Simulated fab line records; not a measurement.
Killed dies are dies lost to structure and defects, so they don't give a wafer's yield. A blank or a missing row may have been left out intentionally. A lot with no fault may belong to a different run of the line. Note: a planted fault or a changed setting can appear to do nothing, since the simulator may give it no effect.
What tool caused it? :: flow nand harc :: 14 lots with 42 wafers sampled at 4 steps, on a route of 1159 steps

== WHAT THE GAUGES SHOWED, per wafer ==
No reading from a measuring or inspecting step in the record can be judged against a usual standard deviation.

== EACH LOT AND THE TOOL THAT RAN IT (in order: tool; ch and the chambers of the sampled wafers; start) ==
lot: L849
NHARC_A_M1_PVD_21: pvd sputter-03, day 18 09:31 or earlier
NHARC_A_BONDPAD_ETCH_12: rie diel-13 ch 0,3, day 18 09:31
NHARC_A_BONDPAD_STRIP_15: rie diel-13 ch 0,1, day 18 09:46
NHARC_A_BONDPAD_ETCH_24: rie diel-13 ch 0,1,3, day 18 09:55

lot: L848
NHARC_A_M1_PVD_21: pvd sputter-02, day 18 09:49 or earlier
NHARC_A_BONDPAD_ETCH_12: rie diel-09 ch 0,2,3, day 18 09:49
NHARC_A_BONDPAD_STRIP_15: rie diel-09 ch 0,2,3, day 18 10:05
NHARC_A_BONDPAD_ETCH_24: rie diel-09 ch 0,2,3, day 18 10:14

lot: L847
NHARC_A_M1_PVD_21: pvd sputter-01, day 18 12:53 or earlier
NHARC_A_BONDPAD_ETCH_12: rie diel-13 ch 0,1, day 18 12:53
NHARC_A_BONDPAD_STRIP_15: rie diel-09 ch 1,2,3, day 18 13:09
NHARC_A_BONDPAD_ETCH_24: rie diel-09 ch 0,1,3, no start

lot: L852
NHARC_A_M1_PVD_21: pvd sputter-02, day 19 00:00 or earlier
NHARC_A_BONDPAD_ETCH_12: rie diel-03 ch 0,1,2, day 19 00:00
NHARC_A_BONDPAD_STRIP_15: rie diel-03 ch 1,2,3, day 19 00:14
NHARC_A_BONDPAD_ETCH_24: rie diel-03 ch 0,1,3, no start

lot: L853
NHARC_A_M1_PVD_21: pvd sputter-03, day 19 03:47 or earlier
NHARC_A_BONDPAD_ETCH_12: rie diel-03 ch 0,2,3, day 19 03:47
NHARC_A_BONDPAD_STRIP_15: rie diel-13 ch 0,2,3, day 19 04:01
NHARC_A_BONDPAD_ETCH_24: rie diel-13 ch 0,2,3, no start

lot: L850
NHARC_A_M1_PVD_21: pvd sputter-01, day 19 13:38 or earlier
NHARC_A_BONDPAD_ETCH_12: rie diel-03 ch 0,2,3, day 19 13:38
NHARC_A_BONDPAD_STRIP_15: rie diel-13 ch 0,1, day 19 13:50
NHARC_A_BONDPAD_ETCH_24: rie diel-13 ch 0,3, no start

lot: L851
NHARC_A_M1_PVD_21: pvd sputter-01, day 19 17:55 or earlier
NHARC_A_BONDPAD_ETCH_12: rie diel-13 ch 1,2,3, day 19 17:55
NHARC_A_BONDPAD_STRIP_15: rie diel-13 ch 0,1,3, day 19 18:08
NHARC_A_BONDPAD_ETCH_24: rie diel-13 ch 0,1,2, no start

lot: L855
NHARC_A_M1_PVD_21: pvd sputter-02, day 20 11:04 or earlier
NHARC_A_BONDPAD_ETCH_12: rie diel-13 ch 0,2,3, day 20 11:04
NHARC_A_BONDPAD_STRIP_15: rie diel-09 ch 0,1,2, day 20 11:18
NHARC_A_BONDPAD_ETCH_24: rie diel-09 ch 0,1,2, no start

lot: L861
NHARC_A_M1_PVD_21: pvd sputter-01, day 21 00:44 or earlier
NHARC_A_BONDPAD_ETCH_12: rie diel-13 ch 0,2,3, day 21 00:44
NHARC_A_BONDPAD_STRIP_15: rie diel-09 ch 2,3, day 21 00:57
NHARC_A_BONDPAD_ETCH_24: rie diel-09 ch 0,1,2, no start

lot: L858
NHARC_A_M1_PVD_21: pvd sputter-03, day 21 01:05 or earlier
NHARC_A_BONDPAD_ETCH_12: rie diel-13 ch 0,2,3, day 21 01:05
NHARC_A_BONDPAD_STRIP_15: rie diel-13 ch 0,1,2, day 21 01:19
NHARC_A_BONDPAD_ETCH_24: rie diel-13 ch 0,2,3, no start

lot: L859
NHARC_A_M1_PVD_21: pvd sputter-03, day 21 12:27 or earlier
NHARC_A_BONDPAD_ETCH_12: rie diel-13 ch 0,2,3, day 21 12:27
NHARC_A_BONDPAD_STRIP_15: rie diel-13 ch 1,2, day 21 12:41
NHARC_A_BONDPAD_ETCH_24: rie diel-13 ch 0,1,3, no start

lot: L863
NHARC_A_M1_PVD_21: pvd sputter-02, day 22 12:48 or earlier
NHARC_A_BONDPAD_ETCH_12: rie diel-03 ch 0,1,2, day 22 12:48
NHARC_A_BONDPAD_STRIP_15: rie diel-13 ch 1,2,3, day 22 13:04
NHARC_A_BONDPAD_ETCH_24: rie diel-13 ch 0,1,3, no start

lot: L867
NHARC_A_M1_PVD_21: pvd sputter-02, day 22 19:30 or earlier
NHARC_A_BONDPAD_ETCH_12: rie diel-09 ch 0,2,3, day 22 19:30
NHARC_A_BONDPAD_STRIP_15: rie diel-09 ch 1,2,3, day 22 19:43
NHARC_A_BONDPAD_ETCH_24: rie diel-09 ch 0,1,3, no start

lot: L869
NHARC_A_M1_PVD_21: pvd sputter-03, day 23 16:40 or earlier
NHARC_A_BONDPAD_ETCH_12: rie diel-09 ch 0,1,2, day 23 16:40
NHARC_A_BONDPAD_STRIP_15: rie diel-03 ch 0,1,2, day 23 16:52
NHARC_A_BONDPAD_ETCH_24: rie diel-03 ch 0,1,3, no start
- NHARC_A_M1_PVD_21: deposits Cu, target thk 30 nm, time 20.49 s.
- NHARC_A_BONDPAD_ETCH_12: etches the open film in CHF3/O2, target depth 220 nm, time 110 s.
- NHARC_A_BONDPAD_STRIP_15: strips in O2.
- NHARC_A_BONDPAD_ETCH_24: etches the open film in CF4/N2, target depth 30 nm, time 72.99 s.

== WHAT THE TOOLS THEMSELVES READ (means of the sampled wafers that have a number; where no wafer has one, the mark that the record gives instead) ==
NHARC_A_M1_PVD_21. Usual: 30.2 % for throttle valve pct, sd 0.84.
lot: L849
tool: pvd sputter-03
throttle valve pct (%): 29.9
flag: 

lot: L848
tool: pvd sputter-02
throttle valve pct (%): 29.8
flag: 

lot: L847
tool: pvd sputter-01
throttle valve pct (%): 30.5
flag: 

lot: L852
tool: pvd sputter-02
throttle valve pct (%): 30.2
flag: 

lot: L853
tool: pvd sputter-03
throttle valve pct (%): 30.2
flag: 

lot: L850
tool: pvd sputter-01
throttle valve pct (%): 30.2
flag: 

lot: L851
tool: pvd sputter-01
throttle valve pct (%): 30.5
flag: 

lot: L855
tool: pvd sputter-02
throttle valve pct (%): 29.6
flag: 

lot: L861
tool: pvd sputter-01
throttle valve pct (%): 30.5
flag: 

lot: L858
tool: pvd sputter-03
throttle valve pct (%): 30.4
flag: 

lot: L859
tool: pvd sputter-03
throttle valve pct (%): 30.1
flag: 

lot: L863
tool: pvd sputter-02
throttle valve pct (%): 29.8
flag: 

lot: L867
tool: pvd sputter-02
throttle valve pct (%): 30.2
flag: 

lot: L869
tool: pvd sputter-03
throttle valve pct (%): 30.6
flag: 

NHARC_A_BONDPAD_ETCH_12. Usual: drypump motor current A 5.64 A, standard deviation 0.26; oes product au 0.946 a.u., standard deviation 0.022; rf vpp V 370.0 V, standard deviation 1.7; run length s 131.3 s, standard deviation 0.41; showerhead plenum p Torr 2.38 Torr, standard deviation 0.072; throttle valve pct 20.572 %, standard deviation 0.0092.
lot: L849
tool: rie diel-13
drypump motor current A (A): 5.72
oes product au (a.u.): 0.933
rf vpp V (V): 370.6
run length s (s): 130.9
showerhead plenum p Torr (Torr): 2.43
throttle valve pct (%): 20.571
flag: 

lot: L848
tool: rie diel-09
drypump motor current A (A): 5.95
oes product au (a.u.): 0.932
rf vpp V (V): 368.9
run length s (s): 131.4
showerhead plenum p Torr (Torr): 2.31
throttle valve pct (%): 20.564
flag: 

lot: L847
tool: rie diel-13
drypump motor current A (A): 5.45
oes product au (a.u.): 0.948
rf vpp V (V): 369.3
run length s (s): 131.4
showerhead plenum p Torr (Torr): 2.37
throttle valve pct (%): 20.573
flag: 

lot: L852
tool: rie diel-03
drypump motor current A (A): 5.80
oes product au (a.u.): 0.921
rf vpp V (V): 370.8
run length s (s): 131.1
showerhead plenum p Torr (Torr): 2.42
throttle valve pct (%): 20.569
flag: 

lot: L853
tool: rie diel-03
drypump motor current A (A): 5.83
oes product au (a.u.): 0.924
rf vpp V (V): 370.1
run length s (s): 131.0
showerhead plenum p Torr (Torr): 2.38
throttle valve pct (%): 20.573
flag: 

lot: L850
tool: rie diel-03
drypump motor current A (A): 5.83
oes product au (a.u.): 0.941
rf vpp V (V): 369.7
run length s (s): 131.1
showerhead plenum p Torr (Torr): 2.38
throttle valve pct (%): 20.581
flag: 

lot: L851
tool: rie diel-13
drypump motor current A (A): 5.52
oes product au (a.u.): 0.958
rf vpp V (V): 371.0
run length s (s): 131.4
showerhead plenum p Torr (Torr): 2.37
throttle valve pct (%): 20.571
flag: 

lot: L855
tool: rie diel-13
drypump motor current A (A): 5.67
oes product au (a.u.): 0.965
rf vpp V (V): 370.7
run length s (s): 131.0
showerhead plenum p Torr (Torr): 2.41
throttle valve pct (%): 20.573
flag: 

lot: L861
tool: rie diel-13
drypump motor current A (A): 5.69
oes product au (a.u.): 0.971
rf vpp V (V): 370.4
run length s (s): 128.5
showerhead plenum p Torr (Torr): 2.41
throttle valve pct (%): 20.562
flag: OFF

lot: L858
tool: rie diel-13
drypump motor current A (A): 5.70
oes product au (a.u.): 0.966
rf vpp V (V): 370.1
run length s (s): 128.5
showerhead plenum p Torr (Torr): 2.41
throttle valve pct (%): 20.578
flag: OFF

lot: L859
tool: rie diel-13
drypump motor current A (A): 5.69
oes product au (a.u.): 0.946
rf vpp V (V): 371.9
run length s (s): 128.8
showerhead plenum p Torr (Torr): 2.41
throttle valve pct (%): 20.561
flag: OFF

lot: L863
tool: rie diel-03
drypump motor current A (A): 5.80
oes product au (a.u.): 0.925
rf vpp V (V): 371.2
run length s (s): 131.1
showerhead plenum p Torr (Torr): 2.41
throttle valve pct (%): 20.572
flag: 

lot: L867
tool: rie diel-09
drypump motor current A (A): 5.97
oes product au (a.u.): 0.931
rf vpp V (V): 371.2
run length s (s): 131.5
showerhead plenum p Torr (Torr): 2.43
throttle valve pct (%): 20.573
flag: 

lot: L869
tool: rie diel-09
drypump motor current A (A): 5.75
oes product au (a.u.): 0.934
rf vpp V (V): 370.1
run length s (s): 131.4
showerhead plenum p Torr (Torr): 2.37
throttle valve pct (%): 20.570
flag: 

NHARC_A_BONDPAD_STRIP_15. Usual: drypump motor current A 5.68 A, standard deviation 0.28; oes product au 1.000 a.u., standard deviation 0.0087; rf vpp V 57.6 V, standard deviation 0.87; showerhead plenum p Torr 3.49 Torr, standard deviation 0.13; throttle valve pct 17.037 %, standard deviation 0.0088.
lot: L849
tool: rie diel-13
drypump motor current A (A): 5.46
oes product au (a.u.): 0.994
rf vpp V (V): 56.9
showerhead plenum p Torr (Torr): 3.49
throttle valve pct (%): 17.041
flag: 

lot: L848
tool: rie diel-09
drypump motor current A (A): 5.97
oes product au (a.u.): 1.004
rf vpp V (V): 57.3
showerhead plenum p Torr (Torr): 3.40
throttle valve pct (%): 17.035
flag: 

lot: L847
tool: rie diel-09
drypump motor current A (A): 5.86
oes product au (a.u.): 0.996
rf vpp V (V): 58.3
showerhead plenum p Torr (Torr): 3.39
throttle valve pct (%): 17.041
flag: 

lot: L852
tool: rie diel-03
drypump motor current A (A): 5.75
oes product au (a.u.): 0.998
rf vpp V (V): 57.6
showerhead plenum p Torr (Torr): 3.51
throttle valve pct (%): 17.034
flag: 

lot: L853
tool: rie diel-13
drypump motor current A (A): 5.70
oes product au (a.u.): 1.011
rf vpp V (V): 57.5
showerhead plenum p Torr (Torr): 3.54
throttle valve pct (%): 17.036
flag: 

lot: L850
tool: rie diel-13
drypump motor current A (A): 5.32
oes product au (a.u.): 1.000
rf vpp V (V): 57.2
showerhead plenum p Torr (Torr): 3.43
throttle valve pct (%): 17.042
flag: 

lot: L851
tool: rie diel-13
drypump motor current A (A): 5.52
oes product au (a.u.): 0.998
rf vpp V (V): 57.6
showerhead plenum p Torr (Torr): 3.50
throttle valve pct (%): 17.033
flag: 

lot: L855
tool: rie diel-09
drypump motor current A (A): 5.76
oes product au (a.u.): 0.996
rf vpp V (V): 56.9
showerhead plenum p Torr (Torr): 3.50
throttle valve pct (%): 17.035
flag: 

lot: L861
tool: rie diel-09
drypump motor current A (A): 6.09
oes product au (a.u.): 0.999
rf vpp V (V): 58.1
showerhead plenum p Torr (Torr): 3.65
throttle valve pct (%): 17.030
flag: 

lot: L858
tool: rie diel-13
drypump motor current A (A): 5.49
oes product au (a.u.): 0.998
rf vpp V (V): 57.7
showerhead plenum p Torr (Torr): 3.47
throttle valve pct (%): 17.031
flag: 

lot: L859
tool: rie diel-13
drypump motor current A (A): 5.31
oes product au (a.u.): 1.007
rf vpp V (V): 56.4
showerhead plenum p Torr (Torr): 3.41
throttle valve pct (%): 17.038
flag: 

lot: L863
tool: rie diel-13
drypump motor current A (A): 5.54
oes product au (a.u.): 0.999
rf vpp V (V): 57.7
showerhead plenum p Torr (Torr): 3.48
throttle valve pct (%): 17.042
flag: 

lot: L867
tool: rie diel-09
drypump motor current A (A): 5.85
oes product au (a.u.): 0.999
rf vpp V (V): 58.4
showerhead plenum p Torr (Torr): 3.56
throttle valve pct (%): 17.035
flag: 

lot: L869
tool: rie diel-03
drypump motor current A (A): 5.83
oes product au (a.u.): 1.002
rf vpp V (V): 57.1
showerhead plenum p Torr (Torr): 3.53
throttle valve pct (%): 17.033
flag: 

NHARC_A_BONDPAD_ETCH_24. Usual: drypump motor current A 5.68 A, standard deviation 0.27; oes product au 1.001 a.u., standard deviation 0.0079; rf vpp V 313.8 V, standard deviation 1.9; run length s 94.4 s, standard deviation 0.38; showerhead plenum p Torr 2.59 Torr, standard deviation 0.096; throttle valve pct 19.794 %, standard deviation 0.0084.
lot: L849
tool: rie diel-13
drypump motor current A (A): 5.50
oes product au (a.u.): 1.001
rf vpp V (V): 314.1
run length s (s): 94.4
showerhead plenum p Torr (Torr): 2.60
throttle valve pct (%): 19.793
flag: 

lot: L848
tool: rie diel-09
drypump motor current A (A): 5.96
oes product au (a.u.): 1.001
rf vpp V (V): 312.7
run length s (s): 94.3
showerhead plenum p Torr (Torr): 2.53
throttle valve pct (%): 19.785
flag: 

lot: L847
tool: rie diel-09
drypump motor current A (A): 5.79
oes product au (a.u.): 1.007
rf vpp V (V): 312.4
run length s (s): 94.3
showerhead plenum p Torr (Torr): 2.54
throttle valve pct (%): 19.793
flag: 

lot: L852
tool: rie diel-03
drypump motor current A (A): 5.76
oes product au (a.u.): 0.994
rf vpp V (V): 313.7
run length s (s): 93.8
showerhead plenum p Torr (Torr): 2.57
throttle valve pct (%): 19.794
flag: 

lot: L853
tool: rie diel-13
drypump motor current A (A): 5.70
oes product au (a.u.): 1.001
rf vpp V (V): 314.0
run length s (s): 94.3
showerhead plenum p Torr (Torr): 2.63
throttle valve pct (%): 19.796
flag: 

lot: L850
tool: rie diel-13
drypump motor current A (A): 5.68
oes product au (a.u.): 1.000
rf vpp V (V): 314.7
run length s (s): 94.2
showerhead plenum p Torr (Torr): 2.64
throttle valve pct (%): 19.791
flag: 

lot: L851
tool: rie diel-13
drypump motor current A (A): 5.47
oes product au (a.u.): 1.006
rf vpp V (V): 314.3
run length s (s): 94.5
showerhead plenum p Torr (Torr): 2.58
throttle valve pct (%): 19.796
flag: 

lot: L855
tool: rie diel-09
drypump motor current A (A): 5.75
oes product au (a.u.): 0.999
rf vpp V (V): 312.8
run length s (s): 94.2
showerhead plenum p Torr (Torr): 2.60
throttle valve pct (%): 19.800
flag: 

lot: L861
tool: rie diel-09
drypump motor current A (A): 5.75
oes product au (a.u.): 0.996
rf vpp V (V): 314.3
run length s (s): 94.4
showerhead plenum p Torr (Torr): 2.60
throttle valve pct (%): 19.793
flag: 

lot: L858
tool: rie diel-13
drypump motor current A (A): 5.70
oes product au (a.u.): 0.998
rf vpp V (V): 314.1
run length s (s): 94.2
showerhead plenum p Torr (Torr): 2.63
throttle valve pct (%): 19.784
flag: 

lot: L859
tool: rie diel-13
drypump motor current A (A): 5.49
oes product au (a.u.): 0.993
rf vpp V (V): 314.2
run length s (s): 94.3
showerhead plenum p Torr (Torr): 2.60
throttle valve pct (%): 19.793
flag: 

lot: L863
tool: rie diel-13
drypump motor current A (A): 5.50
oes product au (a.u.): 1.009
rf vpp V (V): 313.9
run length s (s): 94.3
showerhead plenum p Torr (Torr): 2.60
throttle valve pct (%): 19.796
flag: 

lot: L867
tool: rie diel-09
drypump motor current A (A): 5.77
oes product au (a.u.): 1.005
rf vpp V (V): 313.1
run length s (s): 94.2
showerhead plenum p Torr (Torr): 2.54
throttle valve pct (%): 19.798
flag: 

lot: L869
tool: rie diel-03
drypump motor current A (A): 5.74
oes product au (a.u.): 1.002
rf vpp V (V): 313.0
run length s (s): 93.9
showerhead plenum p Torr (Torr): 2.56
throttle valve pct (%): 19.795
flag: 

== THE ANSWER, worked out from the rows above alone ==
Rule: take the mean of a lot's wafers that have a number; if it is more than 3 standard deviations from the usual mean, the lot is off. A lot without any number at a reading at which 4 lots or more have one is off too. Any other lot the step has rows for is counted as sound. First the gauges in route order, then the tools' own readings, where a lot's mean is used as printed above. At the first step where some lot is off, the reading lying furthest off is the one used; lots without a number count as furthest.
Off: L861, L858, L859, at NHARC_A_BONDPAD_ETCH_12 (run length s).
If a tool, at that step or one of the process steps before it, ran each lot that is off and ran no sound lot following the first of them, it fits. With no start given for some of its lots, NHARC_A_M1_PVD_21 uses the hours and lot order of NHARC_A_BONDPAD_ETCH_12. One candidate fits, namely rie diel-13 at NHARC_A_BONDPAD_ETCH_12. Its last sound lot is L855 (day 20 11:04), its first lot that is off L861 (day 21 00:44): a fault that began between those two fits.
The tool's own readings at NHARC_A_BONDPAD_ETCH_12 bear it out: on the lots that are off they differ by more than 5 times the standard deviation of the sound lots' means. run length s reads 128.6 s there against 131.2 s on the sound lots.

== WHAT THE SIMULATOR HAD INSERTED ==
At NHARC_A_BONDPAD_ETCH_12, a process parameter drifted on rie diel-13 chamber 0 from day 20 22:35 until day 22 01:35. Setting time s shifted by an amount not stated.
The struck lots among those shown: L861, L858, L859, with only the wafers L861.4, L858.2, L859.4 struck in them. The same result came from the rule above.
